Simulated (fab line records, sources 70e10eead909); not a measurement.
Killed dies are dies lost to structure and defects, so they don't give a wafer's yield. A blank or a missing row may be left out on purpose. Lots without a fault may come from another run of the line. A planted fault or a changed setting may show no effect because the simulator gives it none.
fab line records | flow nand_harc
record lots=5 wafers=15 last_day=33
route steps=1302 shown P_GATE@194
lots that met no fault: from a run of the same line without faults
start_h: hours from the record's first day to the start of the lot's first wafer shown | wait_h: hours since the lot's step before | " the same as in the row above | L1.1+2: a row that stands for several wafers | - no value, or no start given | * or withheld: withheld | < > ~ a bound
route shown NAME@n: a module of which the file shows steps, and the number in the route of the first | usual: mean/standard deviation of fault-free wafers | same: alike in all rows | chamber/n: place in a boat | sites: the reading at each site | _std_site: their standard deviation | _edge_site: outer sites' mean less inner sites' | radius_mm: how far each site lies from the wafer's centre | mask NAME#n: copy n | behind: the tool/chamber that last shaped the wafer | hold: why the lot was held/for how many hours/how that ended | device: the transistor (n, p or np) that didn't switch | end of line: the same wafers' tests at the end of the route | a step without rows: its recipe alone | killed: dies lost to structure and defects at the first sort, not the wafer's yield | map: a wafer's dies, x killed, . not, _ none there
set.NAME: the setting as run; set.NAME@STEP: as run at that earlier step | model.NAME: the simulator's own value behind a step, which no gauge read
lots at some steps of the route; a table a step, a row a wafer
services: from which hour (start_h, from the record's first day; less than 0 if before it) a tool's chamber was out of use, for how many hours, and why
## steps
# step NHARC_P_GATE_COAT_85
# recipe spin_rpm=3000
# usual chill_plate_temp_C=23.00/0.088
# columns lot.wafer tool chamber start_h wait_h chill_plate_temp_C
L074.1 litho_track-07 0 - - 23.01
L074.4 " 0 " " 23.08
L074.5 " 0 " " 23.01
L076.1 litho_track-05 0 - - 22.92
L076.5 " 0 " " 22.91
L076.6 " 0 " " 23.04
L081.1 litho_track-03 0 - - 22.99
L081.4 " 0 " " 22.92
L081.6 " 0 " " 22.91
L088.1 litho_track-05 0 - - 23.04
L088.2 " 0 " " 23.03
L088.5 " 0 " " 22.90
L097.3 litho_track-03 0 - - 22.96
L097.4 " 0 " " 22.94
L097.6 " 0 " " 23.02
# step NHARC_P_GATE_SOFTBAKE_86
# recipe temp_c=122 time_s=95
# usual chill_plate_temp_C=22.98/0.1 heater_power_total_W=160.1/0.45
# columns lot.wafer tool chamber start_h wait_h chill_plate_temp_C heater_power_total_W
L074.1 litho_track-07 0 - - 22.93 160.6
L074.4 " 0 " " 22.85 160.5
L074.5 " 0 " " 22.96 159.8
L076.1 litho_track-05 0 - - 22.83 160.4
L076.5 " 0 " " 22.96 160.6
L076.6 " 0 " " 22.99 159.2
L081.1 litho_track-03 0 - - 23.07 160.3
L081.4 " 0 " " 22.90 159.1
L081.6 " 0 " " 22.89 160.3
L088.1 litho_track-05 0 - - 22.98 160.7
L088.2 " 0 " " 22.87 160.6
L088.5 " 0 " " 23.07 159.3
L097.3 litho_track-03 0 - - 22.91 160.1
L097.4 " 0 " " 22.79 160.0
L097.6 " 0 " " 22.90 159.9
# step NHARC_P_GATE_EBR_87
# usual chill_plate_temp_C=22.98/0.11
# columns lot.wafer tool chamber start_h wait_h chill_plate_temp_C
L074.1 litho_track-07 0 - - 22.77
L074.4 " 0 " " 22.98
L074.5 " 0 " " 23.11
L076.1 litho_track-05 0 - - 23.12
L076.5 " 0 " " 23.10
L076.6 " 0 " " 22.98
L081.1 litho_track-03 0 - - 22.80
L081.4 " 0 " " 22.84
L081.6 " 0 " " 22.79
L088.1 litho_track-05 0 - - 22.89
L088.2 " 0 " " 22.84
L088.5 " 0 " " 22.97
L097.3 litho_track-03 0 - - 23.07
L097.4 " 0 " " 23.09
L097.6 " 0 " " 22.94
# step NHARC_P_GATE_EXPOSE_88
# recipe na=0.6 target_cd_nm=2000 dose_mj=11.87 mask_id=P_HVN
# usual reticle_temp_C=22.99/0.12
# columns lot.wafer tool chamber start_h wait_h mask reticle_temp_C
L074.1 krf_scanner-03 0 120.28 - P_HVN#0 22.80
L074.4 " 0 " " P_HVN#0 22.80
L074.5 " 0 " " P_HVN#0 22.86
L076.1 krf_scanner-04 0 135.51 - P_HVN#0 23.08
L076.5 " 0 " " P_HVN#0 22.97
L076.6 " 0 " " P_HVN#0 23.17
L081.1 krf_scanner-04 0 181.00 - P_HVN#0 23.02
L081.4 " 0 " " P_HVN#0 22.93
L081.6 " 0 " " P_HVN#0 22.96
L088.1 krf_scanner-02 0 258.76 - P_HVN#0 23.17
L088.2 " 0 " " P_HVN#0 23.04
L088.5 " 0 " " P_HVN#0 23.21
L097.3 krf_scanner-03 0 343.31 - P_HVN#0 22.97
L097.4 " 0 " " P_HVN#0 22.93
L097.6 " 0 " " P_HVN#0 22.92
# step NHARC_P_GATE_PEB_89
# recipe peb_temp_c=118 peb_time_s=85
# usual chill_plate_temp_C=22.98/0.09 heater_power_total_W=163.96/0.27
# columns lot.wafer tool chamber start_h wait_h chill_plate_temp_C heater_power_total_W
L074.1 litho_track-07 0 120.35 0.1 22.96 164.02
L074.4 " 0 " " 22.95 163.67
L074.5 " 0 " " 23.04 163.79
L076.1 litho_track-05 0 135.57 0.1 23.14 163.69
L076.5 " 0 " " 23.16 163.61
L076.6 " 0 " " 23.07 163.72
L081.1 litho_track-05 0 181.07 0.1 23.00 163.60
L081.4 " 0 " " 22.99 163.91
L081.6 " 0 " " 22.88 163.93
L088.1 litho_track-03 0 258.83 0.1 23.08 164.18
L088.2 " 0 " " 22.95 164.28
L088.5 " 0 " " 22.97 163.85
L097.3 litho_track-07 0 343.37 0.1 22.92 163.86
L097.4 " 0 " " 23.01 163.75
L097.6 " 0 " " 22.87 163.59
# step NHARC_P_GATE_DEVELOP_90
# recipe time_s=70
# usual chill_plate_temp_C=22.98/0.11
# columns lot.wafer tool chamber start_h wait_h chill_plate_temp_C
L074.1 litho_track-07 0 - - 22.97
L074.4 " 0 " " 22.90
L074.5 " 0 " " 23.03
L076.1 litho_track-05 0 - - 22.99
L076.5 " 0 " " 22.92
L076.6 " 0 " " 23.01
L081.1 litho_track-05 0 - - 23.10
L081.4 " 0 " " 22.98
L081.6 " 0 " " 22.97
L088.1 litho_track-03 0 - - 23.15
L088.2 " 0 " " 22.99
L088.5 " 0 " " 23.17
L097.3 litho_track-07 0 - - 22.88
L097.4 " 0 " " 22.93
L097.6 " 0 " " 22.87
# step NHARC_P_GATE_CD_MEAS_91
# recipe target_cd_nm=2000 landing_energy_ev=500
# usual cd_nm=2001.0/1.3
# columns lot.wafer tool chamber start_h wait_h cd_nm
L074.1 cd_sem-02 0 120.45 - 2000.7
L074.4 " 0 " " 2000.6
L074.5 " 0 " " 2002.1
L076.1 cd_sem-01 0 135.66 - 1999.7
L076.5 " 0 " " 2000.6
L076.6 " 0 " " 2000.5
L081.1 cd_sem-01 0 181.16 - 2000.7
L081.4 " 0 " " 2000.9
L081.6 " 0 " " 2001.0
L088.1 cd_sem-03 0 258.92 - 1998.6
L088.2 " 0 " " 1999.7
L088.5 " 0 " " 1998.9
L097.3 cd_sem-02 0 343.46 - 2000.7
L097.4 " 0 " " 2001.6
L097.6 " 0 " " 2001.5
# step NHARC_P_GATE_HARDBAKE_92
# recipe temp_c=125 time_s=80
# usual chill_plate_temp_C=22.98/0.11 heater_power_total_W=184.0/0.76
# columns lot.wafer tool chamber start_h wait_h chill_plate_temp_C heater_power_total_W
L074.1 litho_track-03 0 120.53 - 23.04 183.0
L074.4 " 0 " " 22.93 185.0
L074.5 " 0 " " 22.88 185.0
L076.1 litho_track-03 0 135.74 - 22.90 183.6
L076.5 " 0 " " 23.04 182.8
L076.6 " 0 " " 23.13 183.9
L081.1 litho_track-07 0 181.24 - 23.16 183.3
L081.4 " 0 " " 23.00 184.3
L081.6 " 0 " " 23.07 182.8
L088.1 litho_track-05 0 259.00 - 22.94 183.1
L088.2 " 0 " " 22.96 183.5
L088.5 " 0 " " 22.97 183.2
L097.3 litho_track-03 0 343.54 - 22.99 183.5
L097.4 " 0 " " 22.96 184.8
L097.6 " 0 " " 23.14 183.3
# step NHARC_P_GATE_DESCUM_93
# recipe time_s=3 o2_flow_sccm=200 ar_flow_sccm=0 bias_power_w=0 chemistry=O2
# usual drypump_motor_current_A=5.8/0.56 oes_product_au=1.001/0.008 rf_vpp_V=57.7/0.82 showerhead_plenum_p_Torr=1.92/0.081 throttle_valve_pct=11.311/0.0083
# columns lot.wafer tool chamber start_h wait_h drypump_motor_current_A oes_product_au rf_hours_counter_h rf_vpp_V showerhead_plenum_p_Torr throttle_valve_pct
L074.1 rie_diel-03 0 120.62 - 5.3 1.005 0.1 57.0 1.98 11.321
L074.4 " 2 " " 6.5 1.013 0.1 59.2 1.91 11.324
L074.5 " 3 " " 6.5 1.004 - 59.2 2.02 11.307
L076.1 rie_diel-12 0 135.84 - 5.0 1.009 0.2 57.8 1.81 11.324
L076.6 " 3 " " 6.2 1.015 - 57.1 1.83 11.308
L076.5 " 0 " " 5.0 1.004 - 56.2 1.81 11.324
L081.4 rie_diel-11 3 181.32 - 5.7 0.987 4.9 57.6 1.87 11.303
L081.1 " 1 " " 6.3 0.989 3.8 57.9 1.83 11.313
L081.6 " 0 " " 5.4 1.001 - 57.2 2.02 11.319
L088.1 rie_diel-03 3 259.08 - 6.5 1.001 8.3 57.5 2.02 11.306
L088.2 " 0 " " 5.3 0.991 7.6 57.9 1.98 11.304
L088.5 " 3 " " 6.5 0.998 - 57.5 2.02 11.326
L097.3 rie_diel-03 1 343.63 - 5.6 1.009 2.7 57.5 1.85 11.310
L097.4 " 3 " " 6.5 0.990 3.8 58.7 2.02 11.307
L097.6 " 1 " " 5.6 1.001 - 57.6 1.85 11.314
# step NHARC_P_GATE_IMPLANT_94
# recipe energy_kev=60 dose_cm2=2e+15 tilt_deg=7
# columns lot.wafer tool chamber start_h wait_h
L074.1+4+5 implanter-02 0 120.75 0.1
L076.1+5+6 implanter-01 0 135.97 0.1
L081.1+4+6 implanter-01 0 181.47 0.1
L088.1+2+5 implanter-02 0 259.23 0.1
L097.3+4+6 implanter-01 0 343.82 0.2
# step NHARC_P_GATE_STRIP_113
# recipe power_w=1500 temp_c=110 time_s=740 chemistry=N2/H2
# usual drypump_motor_current_A=5.8/0.34 heater_power_w=92/11
# columns lot.wafer tool chamber start_h wait_h drypump_motor_current_A heater_power_w rf_hours_counter_h
L074.1 plasma_asher-01 0 121.03 0.3 5.3 82 20
L074.4 " 1 " " 5.8 83 -
L074.5 " 0 " " 5.4 83 -
L076.1 plasma_asher-02 0 136.31 0.3 6.3 109 10
L076.6 " 1 " " 5.9 98 -
L076.5 " 0 " " 6.3 108 -
L081.1 plasma_asher-02 0 181.81 0.3 6.3 105 19
L081.4 " 1 " " 5.9 96 -
L081.6 " 1 " " 5.9 96 -
L088.2 plasma_asher-01 1 259.45 0.2 5.8 88 19
L088.1 " 0 " " 5.5 77 19
L088.5 " 0 " " 5.4 78 -
L097.3 plasma_asher-02 1 344.22 0.4 5.9 93 -
L097.4 " 0 " " 6.3 109 -
L097.6 " 1 " " 5.9 95 -
# step NHARC_P_GATE_STRIP_95
# recipe power_w=1500 temp_c=250 chemistry=O2
# usual drypump_motor_current_A=5.8/0.34 heater_power_w=344/41
# columns lot.wafer tool chamber start_h wait_h drypump_motor_current_A heater_power_w rf_hours_counter_h
L074.1 plasma_asher-01 0 121.75 0.6 5.4 312 21
L074.4 " 1 " " 5.8 308 -
L074.5 " 0 " " 5.3 309 -
L076.1 plasma_asher-02 0 136.92 0.5 6.3 404 11
L076.6 " 1 " " 5.9 362 -
L076.5 " 0 " " 6.3 406 -
L081.1 plasma_asher-02 0 182.42 0.5 6.3 407 20
L081.4 " 1 " " 5.9 356 -
L081.6 " 1 " " 5.9 362 -
L088.2 plasma_asher-01 1 260.17 0.6 5.7 311 20
L088.1 " 0 " " 5.4 295 20
L088.5 " 0 " " 5.4 289 -
L097.3 plasma_asher-02 1 344.71 0.4 5.9 353 -
L097.4 " 0 " " 6.3 403 -
L097.6 " 1 " " 5.9 357 -
# step NHARC_P_GATE_STRIP_96
# recipe time_s=900 temp_c=130 chemistry=SPM
# columns lot.wafer tool chamber start_h wait_h
L074.1+5+4 wet_bench-01 5,0,1 121.97 0.2
L076.5+1+6 wet_bench-01 3,5,7 137.13 0.2
L081.1+6+4 wet_bench-06 2,3,6 182.63 0.2
L088.1+2+5 wet_bench-07 5,7,1 260.38 0.2
L097.3+6+4 wet_bench-07 5,6,7 344.90 0.2
# step NHARC_P_GATE_RTA_64
# recipe temp_c=1050 time_s=1
# usual lamp_power_pct=34.2/1.5 lamp_zone_1_pct=34.2/1.4 lamp_zone_5_pct=34.2/1.4 lamp_zone_6_pct=34.1/1.4 wafer_temp_C_max=1053.9/1.1
# columns lot.wafer tool chamber start_h wait_h lamp_power_pct lamp_zone_1_pct lamp_zone_5_pct lamp_zone_6_pct wafer_temp_C_max
L074.1 rtp_anneal-02 0 122.31 - 35.7 35.8 35.7 35.6 1052.6
L074.4 " 0 " " 35.7 35.8 35.8 35.7 1053.2
L074.5 " 0 " " 35.8 35.7 35.7 35.7 1052.9
L076.1 rtp_anneal-01 0 137.47 - 32.9 32.8 32.9 32.8 1054.6
L076.5 " 0 " " 32.8 32.8 32.8 32.8 1053.9
L076.6 " 0 " " 32.8 32.8 32.8 32.8 1055.1
L081.1 rtp_anneal-01 0 182.98 - 32.8 32.9 32.8 32.8 1053.9
L081.4 " 0 " " 32.9 32.9 32.8 32.8 1055.4
L081.6 " 0 " " 32.9 32.8 32.8 32.8 1056.6
L088.1 rtp_anneal-01 0 260.73 - 32.8 32.8 32.8 32.8 1054.1
L088.2 " 0 " " 32.8 32.8 32.8 32.8 1054.1
L088.5 " 0 " " 32.8 32.8 32.8 32.7 1053.5
L097.3 rtp_anneal-01 0 345.31 - 32.9 32.9 32.7 32.8 1054.4
L097.4 " 0 " " 32.8 32.8 32.8 32.8 1053.2
L097.6 " 0 " " 32.7 32.8 32.8 32.7 1052.8
# step NHARC_P_GATE_ETCH_77
# recipe target_depth_a=60 chemistry=dHF material=SiO2
# columns lot.wafer tool chamber start_h wait_h
L074.5+4+1 wet_bench-06 5,6,7 122.51 0.1
L076.1+6+5 wet_bench-07 4,7,0 137.67 0.2
L081.4+6+1 wet_bench-07 3,4,5 183.18 0.1
L088.5+2+1 wet_bench-07 7,2,3 260.94 0.1
L097.3+4+6 wet_bench-07 7,0,4 345.45 0.1
# step NHARC_P_GATE_DEGAS_109
# recipe temp_c=300 time_s=60
# usual heater_power_w=443/22
# columns lot.wafer tool chamber start_h wait_h heater_power_w
L074.1 pvd_sputter-03 - 122.61 0.1 412
L074.4 " - " " 474
L074.5 " - " " 423
L076.1 pvd_sputter-02 - 137.79 0.1 450
L076.5 " - " " 474
L076.6 " - " " 451
L081.1 pvd_sputter-01 - 183.33 0.1 414
L081.4 " - " " 437
L081.6 " - " " 445
L088.2 pvd_sputter-01 - 261.04 0.1 414
L088.1 " - " " 419
L088.5 " - " " 407
L097.4 pvd_sputter-01 - 345.55 0.1 442
L097.3 " - " " 475
L097.6 " - " " 449
# step NHARC_P_GATE_PRE_CLEAN_110
# recipe time_s=30 bias_v=200 gas=Ar
# columns lot.wafer tool chamber start_h wait_h
L074.4+1+5 pvd_sputter-03 - - -
L076.1+5+6 pvd_sputter-02 - - -
L081.1+4+6 pvd_sputter-01 - - -
L088.2+1+5 pvd_sputter-01 - - -
L097.3+4+6 pvd_sputter-01 - - -
## services
# columns tool chamber start_h hours kind
litho_track-03 - 100.02 7.0 pm
wet_bench-01 - 101.60 8.0 pm
pvd_sputter-02 - 104.00 10.0 pm
plasma_asher-02 - 120.48 3.2 repair
litho_track-05 - 124.02 7.0 pm
pvd_sputter-01 - 142.74 2.1 repair
implanter-01 - 158.44 1.2 repair
wet_bench-07 - 160.05 8.0 pm
plasma_asher-01 - 165.07 9.0 pm
pvd_sputter-01 - 227.30 10.0 pm
plasma_asher-02 - 249.00 9.0 pm
litho_track-07 - 251.00 7.0 pm
pvd_sputter-01 - 251.77 2.6 repair
wet_bench-07 - 271.27 4.0 repair
litho_track-03 - 275.02 7.0 pm
implanter-01 - 279.36 2.6 repair
rie_diel-03 - 281.30 9.0 pm
plasma_asher-02 - 283.95 23.3 repair
plasma_asher-01 - 293.01 10.8 repair
litho_track-05 - 299.02 7.0 pm
rie_diel-03 1 305.29 5.7 repair
implanter-01 - 327.00 13.0 pm
wet_bench-07 - 336.05 8.0 pm
plasma_asher-01 - 342.30 9.0 pm
## key
fault none
